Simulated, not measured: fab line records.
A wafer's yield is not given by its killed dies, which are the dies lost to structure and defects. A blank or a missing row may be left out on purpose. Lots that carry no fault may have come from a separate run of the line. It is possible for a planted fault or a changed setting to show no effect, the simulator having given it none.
Matching of chambers ; flow n5_finfet ; 3 sister chambers for N5_HKMG_FIN_CVD_62 on thermal_cvd_si-02
The step deposits a-Si from Si2H6, target thk 3 nm, time 20.8 s. 6 wafers are shown with their chamber, then 11 later ones without.

== WAFERS WITH THEIR CHAMBER ==
wafer;chamber;heater_power_w (W);heater_power_outer_w (W)
L082.2;2;1396;991
L084.4;0;1424;928
L086.3;1;1580;1029
L086.4;0;1423;941
L086.5;2;1380;973
L088.3;1;1591;992

== WAFERS WITH NO CHAMBER GIVEN ==
wafer;heater_power_w (W);heater_power_outer_w (W)
L088.5;1575;999
L088.6;1400;957
L090.2;1419;946
L090.4;1370;1000
L090.5;1420;956
L094.2;1429;931
L094.3;1576;1049
L094.4;1410;939
L096.2;1397;1014
L096.3;1635;1001
L096.4;1396;988

== CHAMBER TAKEN BY EACH ==
wafer;from the rows above;in truth
L088.5;1;1
L088.6;can't be placed: 2 or 0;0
L090.2;0;0
L090.4;2;2
L090.5;0;0
L094.2;0;0
L094.3;1;1
L094.4;can't be placed: 0 or 2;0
L096.2;2;2
L096.3;1;1
L096.4;2;2
Correctly placed: 9 of 11. Not placeable from these rows: 2 (in 2, the candidates include the true chamber). Wrongly placed: 0.
How it was worked out, from the rows above alone: a wafer's distance from a chamber is the root of the sum, over the readings, of the square of ((its reading less the chamber's mean) divided by the reading's scatter). If the next closest chamber is less than 2 further off than the closest, the wafer can't be placed; otherwise it belongs to the closest. The mean given for a chamber averages the wafers shown for that chamber. The scatter is the square root of a quotient: the sum, over the shown wafers, of each reading's squared deviation from its chamber's mean, divided by wafers minus chambers.
